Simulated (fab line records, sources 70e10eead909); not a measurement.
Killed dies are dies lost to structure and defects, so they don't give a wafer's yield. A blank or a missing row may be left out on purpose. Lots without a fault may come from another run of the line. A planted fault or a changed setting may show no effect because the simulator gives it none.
One fault seen from 2 desks | flow nand_harc | each desk has only its own numbers; what lay behind them comes last

THE TOOL OWNER'S DESK: furnace-08
The tool's own readings at NHARC_A_ONON_D1_ANNEAL_15 (time 3600 s): means of the sampled wafers that have a number, for each lot that ran on this tool. A lot is out of limits, marked OUT, if its mean lies more than 4 standard deviations from the usual mean; the brackets give that distance.
Columns: A = run_length_s at NHARC_A_ONON_D1_ANNEAL_15, usual 3618 s; B = spike_tc_bottom_C at NHARC_A_ONON_D1_ANNEAL_15, usual 771.2 C
lot  | first seen here | A    | B
L706 | day 8 00:39     | 3615 | 771.9
L707 | day 8 00:39     | 3620 | 772.4
L711 | day 10 02:09    | 3613 | 772.9
L721 | day 14 12:05    | 3623 | 771.9
L725 | day 15 20:40    | 3625 | 772.6
L728 | day 17 08:52    | 3615 | 773.5
L729 | day 17 08:52    | 3618 | 772.6
This desk's finding: nothing out of limits on any of the 7 lots.

THE METROLOGY DESK
What the gauges read, lot by lot, whatever tool the lot ran on: means of the sampled wafers that have a number. A lot is out of limits, marked OUT, if its mean lies more than 4 standard deviations from the usual mean; the brackets give that distance.
Columns: A = cd_nm at NHARC_A_ZERO_WELL_CD_MEAS_10, usual 2000.8 nm; B = thk_nm at NHARC_A_ONON_D1_THK_MEAS_02, usual 1001 nm; C = thk_nm at NHARC_A_ONON_D1_THK_MEAS_21, usual 999 nm
lot  | first seen here | A      | B    | C
L706 | day 6 21:16     | 2000.4 | 1015 | 982
L707 | day 6 22:32     | 2002.3 | 1000 | 1004
L711 | day 8 22:05     | 1999.2 | 1017 | 1007
L715 | day 10 11:39    | 2001.5 | 995  | 1015
L716 | day 10 23:38    | 1998.7 | 980  | 1008
L717 | day 11 06:44    | 2000.8 | 1005 | 1005
L721 | day 13 05:58    | 2000.2 | 1012 | 993
L722 | day 13 19:44    | 2003.4 | 989  | 1001
L723 | day 13 22:11    | 2000.6 | 987  | 989
L724 | day 14 05:10    | 1999.9 | 999  | 1004
L725 | day 14 16:28    | 1999.7 | 1005 | 1003
L726 | day 14 22:19    | 2001.2 | 1006 | 1003
L727 | day 15 21:34    | 2001.1 | 1008 | 997
L728 | day 16 01:31    | 2002.1 | 993  | 996
L729 | day 16 04:51    | 1998.9 | 1003 | 999
This desk's finding: nothing out of limits on any of the 15 lots.

PUT TOGETHER
The tool owner's desk saw nothing out of limits.
The metrology desk saw nothing out of limits.

WHAT THE SIMULATOR HAD PUT IN
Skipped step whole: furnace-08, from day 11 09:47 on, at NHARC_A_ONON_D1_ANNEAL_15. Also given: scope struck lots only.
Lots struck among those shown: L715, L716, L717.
